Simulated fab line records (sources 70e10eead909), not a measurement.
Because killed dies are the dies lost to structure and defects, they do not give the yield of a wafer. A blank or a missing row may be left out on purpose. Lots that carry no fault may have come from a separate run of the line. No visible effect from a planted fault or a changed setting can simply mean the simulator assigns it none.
Which tool was responsible? / flow nand-harc / Sampling: 12 lots, 36 wafers, 5 of 1159 route steps

== WHAT THE GAUGES SHOWED, per wafer ==
NHARC_END_SORT_01. Usual: killed-at-array 27, standard deviation 11; killed-at-other 0.8, standard deviation 1.4; killed-at-periphery 3.3, standard deviation 2; killed-dies 31, standard deviation 11; killed-open 3.4, standard deviation 1.8; killed-short 2.1, standard deviation 1.3.
lot=L710; measured=day 22 11:56; on=prober-01; killed-at-array=32 44 45; killed-at-other=0 0 1; killed-at-periphery=2 26 18; killed-dies=34 70 64; killed-open=2 4 1; killed-short=0 4 2; flag=OFF
lot=L709; measured=day 22 17:00; on=prober-02; killed-at-array=14 20 14; killed-at-other=1 0 0; killed-at-periphery=4 0 25; killed-dies=19 20 39; killed-open=3 3 6; killed-short=5 3 4; flag=OFF
lot=L712; measured=day 23 10:21; on=prober-01; killed-at-array=10 9 19; killed-at-other=0 0 0; killed-at-periphery=29 6 27; killed-dies=39 15 46; killed-open=3 1 5; killed-short=1 1 1; flag=OFF

== WHICH TOOL RAN EACH LOT (tool, then ch and the chambers of the sampled wafers, then the start) ==
lot=L697; NHARC_P_CONTACT_CVD_23=cvd-w-02 ch 0,1, day 6 05:25; NHARC_A_M1_CMP_23=cmp-03 ch 0,1,3, day 18 07:40; NHARC_A_BONDPAD_ETCH_24=rie-diel-08 ch 0,1,3, day 19 07:53 or earlier; NHARC_THIN_TSV_DEP_47=pecvd-01 ch 1,2, day 19 07:53
lot=L698; NHARC_P_CONTACT_CVD_23=cvd-w-01 ch 0,1, day 6 10:10; NHARC_A_M1_CMP_23=cmp-04 ch 0,1,2, day 18 18:48; NHARC_A_BONDPAD_ETCH_24=rie-diel-03 ch 0,2,3, day 19 17:32 or earlier; NHARC_THIN_TSV_DEP_47=pecvd-01 ch 0,1,2, day 19 17:32
lot=L700; NHARC_P_CONTACT_CVD_23=cvd-w-01 ch 0,1, day 6 12:07; NHARC_A_M1_CMP_23=cmp-03 ch 0,2, day 18 18:59; NHARC_A_BONDPAD_ETCH_24=rie-diel-03 ch 1,2,3, day 19 18:22 or earlier; NHARC_THIN_TSV_DEP_47=pecvd-02 ch 0,1, day 19 18:22
lot=L699; NHARC_P_CONTACT_CVD_23=cvd-w-02 ch 0,1, day 6 12:38; NHARC_A_M1_CMP_23=cmp-03 ch 0,1,3, day 19 04:10; NHARC_A_BONDPAD_ETCH_24=rie-diel-08 ch 0,1,2, day 20 00:46 or earlier; NHARC_THIN_TSV_DEP_47=pecvd-03 ch 0,1,2, day 20 00:46
lot=L701; NHARC_P_CONTACT_CVD_23=cvd-w-01 ch 0,1, day 7 08:46; NHARC_A_M1_CMP_23=cmp-04 ch 0,3, day 19 13:39; NHARC_A_BONDPAD_ETCH_24=rie-diel-04 ch 0,1, day 20 10:13 or earlier; NHARC_THIN_TSV_DEP_47=pecvd-02 ch 1,2, day 20 10:13
lot=L702; NHARC_P_CONTACT_CVD_23=cvd-w-01 ch 0,1, day 7 09:23; NHARC_A_M1_CMP_23=cmp-04 ch 1,2,3, day 19 09:07; NHARC_A_BONDPAD_ETCH_24=rie-diel-04 ch 1,3, day 20 07:31 or earlier; NHARC_THIN_TSV_DEP_47=pecvd-02 ch 0,1,2, day 20 07:31
lot=L704; NHARC_P_CONTACT_CVD_23=cvd-w-01 ch 0,1, day 8 05:17; NHARC_A_M1_CMP_23=cmp-03 ch 0,1, day 20 06:57; NHARC_A_BONDPAD_ETCH_24=rie-diel-03 ch 1,3, day 21 04:56 or earlier; NHARC_THIN_TSV_DEP_47=pecvd-01 ch 0,1,2, day 21 04:56
lot=L710; NHARC_P_CONTACT_CVD_23=cvd-w-01 ch 0,1, day 9 11:17; NHARC_A_M1_CMP_23=cmp-04 ch 0,1,2, day 21 02:40; NHARC_A_BONDPAD_ETCH_24=rie-diel-04 ch 0,2,3, day 21 22:53 or earlier; NHARC_THIN_TSV_DEP_47=pecvd-01 ch 1,2, day 21 22:53
lot=L709; NHARC_P_CONTACT_CVD_23=cvd-w-01 ch 0,1, day 9 11:55; NHARC_A_M1_CMP_23=cmp-04 ch 1,2,3, day 21 01:57; NHARC_A_BONDPAD_ETCH_24=rie-diel-03 ch 1,2, day 21 21:32 or earlier; NHARC_THIN_TSV_DEP_47=pecvd-01 ch 1,2, day 21 21:32
lot=L712; NHARC_P_CONTACT_CVD_23=cvd-w-01 ch 0,1, day 10 00:05; NHARC_A_M1_CMP_23=cmp-02 ch 0,2, day 21 19:38; NHARC_A_BONDPAD_ETCH_24=rie-diel-04 ch 1,2,3, day 22 18:36 or earlier; NHARC_THIN_TSV_DEP_47=pecvd-03 ch 1,2, day 22 18:36
lot=L715; NHARC_P_CONTACT_CVD_23=cvd-w-02 ch 0,1, day 10 12:05; NHARC_A_M1_CMP_23=cmp-04 ch 0,2,3, day 23 00:17; NHARC_A_BONDPAD_ETCH_24=rie-diel-08 ch 0,2,3, day 23 20:14 or earlier; NHARC_THIN_TSV_DEP_47=pecvd-02 ch 1,2, day 23 20:14
lot=L719; NHARC_P_CONTACT_CVD_23=cvd-w-02 ch 0,1, day 11 07:21; NHARC_A_M1_CMP_23=cmp-03 ch 1,2,3, day 23 09:56; NHARC_A_BONDPAD_ETCH_24=rie-diel-08 ch 0,1,3, day 24 07:25 or earlier; NHARC_THIN_TSV_DEP_47=pecvd-03 ch 0,1, day 24 07:25
- NHARC_P_CONTACT_CVD_23: deposits W, target thk 200 nm, time 557 s.
- NHARC_A_M1_CMP_23: polishes, t overpolish 20 s, target thk 154.34 nm.
- NHARC_A_BONDPAD_ETCH_24: etches the open film in CF4/N2, target depth 30 nm, time 72.99 s.
- NHARC_THIN_TSV_DEP_47: deposits SiO2, target thk 200 nm.

== WHAT THE TOOLS THEMSELVES READ (means of the sampled wafers that have a number; where no wafer has one, the mark that the record gives instead) ==
NHARC_P_CONTACT_CVD_23. Usual: heater-power-w 461 W, standard deviation 42; mfc-wf6-sccm 39.98 sccm, standard deviation 0.12; throttle-valve-pct 7.97 %, standard deviation 0.22.
lot=L697; tool=cvd-w-02; heater-power-w (W)=516; mfc-wf6-sccm (sccm)=40.02; throttle-valve-pct (%)=8.07; flag=
lot=L698; tool=cvd-w-01; heater-power-w (W)=417; mfc-wf6-sccm (sccm)=39.97; throttle-valve-pct (%)=7.79; flag=
lot=L700; tool=cvd-w-01; heater-power-w (W)=431; mfc-wf6-sccm (sccm)=39.95; throttle-valve-pct (%)=7.83; flag=
lot=L699; tool=cvd-w-02; heater-power-w (W)=495; mfc-wf6-sccm (sccm)=39.99; throttle-valve-pct (%)=7.97; flag=
lot=L701; tool=cvd-w-01; heater-power-w (W)=434; mfc-wf6-sccm (sccm)=40.10; throttle-valve-pct (%)=7.91; flag=
lot=L702; tool=cvd-w-01; heater-power-w (W)=437; mfc-wf6-sccm (sccm)=40.04; throttle-valve-pct (%)=7.81; flag=
lot=L704; tool=cvd-w-01; heater-power-w (W)=414; mfc-wf6-sccm (sccm)=39.95; throttle-valve-pct (%)=7.89; flag=
lot=L710; tool=cvd-w-01; heater-power-w (W)=425; mfc-wf6-sccm (sccm)=39.91; throttle-valve-pct (%)=7.99; flag=
lot=L709; tool=cvd-w-01; heater-power-w (W)=441; mfc-wf6-sccm (sccm)=39.88; throttle-valve-pct (%)=7.75; flag=
lot=L712; tool=cvd-w-01; heater-power-w (W)=420; mfc-wf6-sccm (sccm)=39.95; throttle-valve-pct (%)=7.78; flag=
lot=L715; tool=cvd-w-02; heater-power-w (W)=494; mfc-wf6-sccm (sccm)=39.89; throttle-valve-pct (%)=8.15; flag=
lot=L719; tool=cvd-w-02; heater-power-w (W)=502; mfc-wf6-sccm (sccm)=39.98; throttle-valve-pct (%)=8.11; flag=

NHARC_A_M1_CMP_23. Usual: motor-current-A 12.1 A, standard deviation 1.4; slurry-filter-dp-kPa 13.50 kPa, standard deviation 0.14; time-to-endpoint-s 29.7 s, standard deviation 1.8.
lot=L697; tool=cmp-03; motor-current-A (A)=12.3; slurry-filter-dp-kPa (kPa)=13.41; time-to-endpoint-s (s)=29.6; flag=
lot=L698; tool=cmp-04; motor-current-A (A)=12.3; slurry-filter-dp-kPa (kPa)=13.48; time-to-endpoint-s (s)=28.5; flag=
lot=L700; tool=cmp-03; motor-current-A (A)=11.7; slurry-filter-dp-kPa (kPa)=13.40; time-to-endpoint-s (s)=30.2; flag=
lot=L699; tool=cmp-03; motor-current-A (A)=12.3; slurry-filter-dp-kPa (kPa)=13.57; time-to-endpoint-s (s)=30.8; flag=
lot=L701; tool=cmp-04; motor-current-A (A)=13.3; slurry-filter-dp-kPa (kPa)=13.40; time-to-endpoint-s (s)=28.4; flag=
lot=L702; tool=cmp-04; motor-current-A (A)=11.4; slurry-filter-dp-kPa (kPa)=13.47; time-to-endpoint-s (s)=30.0; flag=
lot=L704; tool=cmp-03; motor-current-A (A)=13.0; slurry-filter-dp-kPa (kPa)=13.55; time-to-endpoint-s (s)=28.3; flag=
lot=L710; tool=cmp-04; motor-current-A (A)=12.4; slurry-filter-dp-kPa (kPa)=13.37; time-to-endpoint-s (s)=28.9; flag=
lot=L709; tool=cmp-04; motor-current-A (A)=11.3; slurry-filter-dp-kPa (kPa)=13.49; time-to-endpoint-s (s)=26.6; flag=
lot=L712; tool=cmp-02; motor-current-A (A)=11.4; slurry-filter-dp-kPa (kPa)=13.50; time-to-endpoint-s (s)=28.9; flag=
lot=L715; tool=cmp-04; motor-current-A (A)=13.2; slurry-filter-dp-kPa (kPa)=13.52; time-to-endpoint-s (s)=30.3; flag=
lot=L719; tool=cmp-03; motor-current-A (A)=11.7; slurry-filter-dp-kPa (kPa)=13.51; time-to-endpoint-s (s)=28.1; flag=

NHARC_A_BONDPAD_ETCH_24. Usual: drypump-motor-current-A 5.9 A, standard deviation 0.38; oes-product-au 1.003 a.u., standard deviation 0.0067; rf-fwd-power-W 297.7 W, standard deviation 0.97; rf-vpp-V 313.8 V, standard deviation 2.1; showerhead-plenum-p-Torr 2.60 Torr, standard deviation 0.12; throttle-valve-pct 19.795 %, standard deviation 0.0094.
lot=L697; tool=rie-diel-08; drypump-motor-current-A (A)=5.5; oes-product-au (a.u.)=1.006; rf-fwd-power-W (W)=297.3; rf-vpp-V (V)=313.0; showerhead-plenum-p-Torr (Torr)=2.59; throttle-valve-pct (%)=19.804; flag=
lot=L698; tool=rie-diel-03; drypump-motor-current-A (A)=6.2; oes-product-au (a.u.)=1.002; rf-fwd-power-W (W)=297.7; rf-vpp-V (V)=313.2; showerhead-plenum-p-Torr (Torr)=2.55; throttle-valve-pct (%)=19.791; flag=
lot=L700; tool=rie-diel-03; drypump-motor-current-A (A)=6.1; oes-product-au (a.u.)=1.000; rf-fwd-power-W (W)=296.7; rf-vpp-V (V)=314.0; showerhead-plenum-p-Torr (Torr)=2.60; throttle-valve-pct (%)=19.793; flag=
lot=L699; tool=rie-diel-08; drypump-motor-current-A (A)=5.8; oes-product-au (a.u.)=0.999; rf-fwd-power-W (W)=296.9; rf-vpp-V (V)=313.0; showerhead-plenum-p-Torr (Torr)=2.58; throttle-valve-pct (%)=19.793; flag=
lot=L701; tool=rie-diel-04; drypump-motor-current-A (A)=5.9; oes-product-au (a.u.)=1.007; rf-fwd-power-W (W)=297.1; rf-vpp-V (V)=312.9; showerhead-plenum-p-Torr (Torr)=2.56; throttle-valve-pct (%)=19.787; flag=
lot=L702; tool=rie-diel-04; drypump-motor-current-A (A)=5.8; oes-product-au (a.u.)=0.997; rf-fwd-power-W (W)=297.3; rf-vpp-V (V)=316.3; showerhead-plenum-p-Torr (Torr)=2.72; throttle-valve-pct (%)=19.802; flag=
lot=L704; tool=rie-diel-03; drypump-motor-current-A (A)=6.0; oes-product-au (a.u.)=1.000; rf-fwd-power-W (W)=297.6; rf-vpp-V (V)=315.4; showerhead-plenum-p-Torr (Torr)=2.68; throttle-valve-pct (%)=19.795; flag=
lot=L710; tool=rie-diel-04; drypump-motor-current-A (A)=6.1; oes-product-au (a.u.)=0.995; rf-fwd-power-W (W)=298.5; rf-vpp-V (V)=315.1; showerhead-plenum-p-Torr (Torr)=2.61; throttle-valve-pct (%)=19.781; flag=
lot=L709; tool=rie-diel-03; drypump-motor-current-A (A)=5.9; oes-product-au (a.u.)=1.005; rf-fwd-power-W (W)=297.6; rf-vpp-V (V)=313.9; showerhead-plenum-p-Torr (Torr)=2.64; throttle-valve-pct (%)=19.802; flag=
lot=L712; tool=rie-diel-04; drypump-motor-current-A (A)=5.9; oes-product-au (a.u.)=1.002; rf-fwd-power-W (W)=297.8; rf-vpp-V (V)=314.8; showerhead-plenum-p-Torr (Torr)=2.66; throttle-valve-pct (%)=19.787; flag=
lot=L715; tool=rie-diel-08; drypump-motor-current-A (A)=5.5; oes-product-au (a.u.)=0.997; rf-fwd-power-W (W)=296.9; rf-vpp-V (V)=315.0; showerhead-plenum-p-Torr (Torr)=2.66; throttle-valve-pct (%)=19.798; flag=
lot=L719; tool=rie-diel-08; drypump-motor-current-A (A)=5.5; oes-product-au (a.u.)=1.008; rf-fwd-power-W (W)=298.2; rf-vpp-V (V)=312.9; showerhead-plenum-p-Torr (Torr)=2.57; throttle-valve-pct (%)=19.790; flag=

NHARC_THIN_TSV_DEP_47. Usual: rf-fwd-power-W 898.4 W, standard deviation 2.5; showerhead-vpp-V 1903 V, standard deviation 81; throttle-valve-pct 16.1 %, standard deviation 0.48.
lot=L697; tool=pecvd-01; rf-fwd-power-W (W)=898.8; showerhead-vpp-V (V)=1867; throttle-valve-pct (%)=16.1; flag=
lot=L698; tool=pecvd-01; rf-fwd-power-W (W)=899.8; showerhead-vpp-V (V)=1898; throttle-valve-pct (%)=16.0; flag=
lot=L700; tool=pecvd-02; rf-fwd-power-W (W)=898.8; showerhead-vpp-V (V)=1975; throttle-valve-pct (%)=15.9; flag=
lot=L699; tool=pecvd-03; rf-fwd-power-W (W)=899.6; showerhead-vpp-V (V)=1813; throttle-valve-pct (%)=16.5; flag=
lot=L701; tool=pecvd-02; rf-fwd-power-W (W)=896.0; showerhead-vpp-V (V)=1952; throttle-valve-pct (%)=16.3; flag=
lot=L702; tool=pecvd-02; rf-fwd-power-W (W)=900.3; showerhead-vpp-V (V)=1957; throttle-valve-pct (%)=16.1; flag=
lot=L704; tool=pecvd-01; rf-fwd-power-W (W)=896.7; showerhead-vpp-V (V)=1908; throttle-valve-pct (%)=15.9; flag=
lot=L710; tool=pecvd-01; rf-fwd-power-W (W)=900.0; showerhead-vpp-V (V)=1850; throttle-valve-pct (%)=16.3; flag=
lot=L709; tool=pecvd-01; rf-fwd-power-W (W)=897.6; showerhead-vpp-V (V)=1913; throttle-valve-pct (%)=15.7; flag=
lot=L712; tool=pecvd-03; rf-fwd-power-W (W)=900.9; showerhead-vpp-V (V)=1851; throttle-valve-pct (%)=15.9; flag=
lot=L715; tool=pecvd-02; rf-fwd-power-W (W)=898.1; showerhead-vpp-V (V)=1990; throttle-valve-pct (%)=15.8; flag=
lot=L719; tool=pecvd-03; rf-fwd-power-W (W)=899.9; showerhead-vpp-V (V)=1778; throttle-valve-pct (%)=15.9; flag=

== THE ANSWER, worked out from the rows above alone ==
Rule: lot off if the mean of its wafers having a number is beyond 3 standard deviations from the usual mean. Also off: a lot with no number at a reading for which 4 or more lots have one. All remaining lots with rows at the step are treated as sound. The gauges are gone through in route order, then the tools' own readings, and for those a lot's mean is taken as printed above. At the first step where some lot is off, the reading lying furthest off is the one used; lots without a number count as furthest.
Off: L710, L709, L712, at NHARC_END_SORT_01 (killed-at-periphery). Neither off nor sound, because the step has no rows for them: L697, L698, L700, L699, L701, L702, L704, L715, L719.
A tool fits if, at a process step before that reading, it ran every lot that is off, and no sound lot after the first of them. The gauges at NHARC_END_SORT_01 are tried like those tools. NHARC_A_BONDPAD_ETCH_24 gives no start for some lots, so the hours and the order of its lots are those of NHARC_THIN_TSV_DEP_47. One fits: NHARC_P_CONTACT_CVD_23 on cvd-w-01. It ran no sound lot before its first lot that is off in this sample, so the start can't be narrowed down.

== WHAT THE SIMULATOR HAD PUT IN ==
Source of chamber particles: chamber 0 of cvd-w-01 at NHARC_P_CONTACT_CVD_23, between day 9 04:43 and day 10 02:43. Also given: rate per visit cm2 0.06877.
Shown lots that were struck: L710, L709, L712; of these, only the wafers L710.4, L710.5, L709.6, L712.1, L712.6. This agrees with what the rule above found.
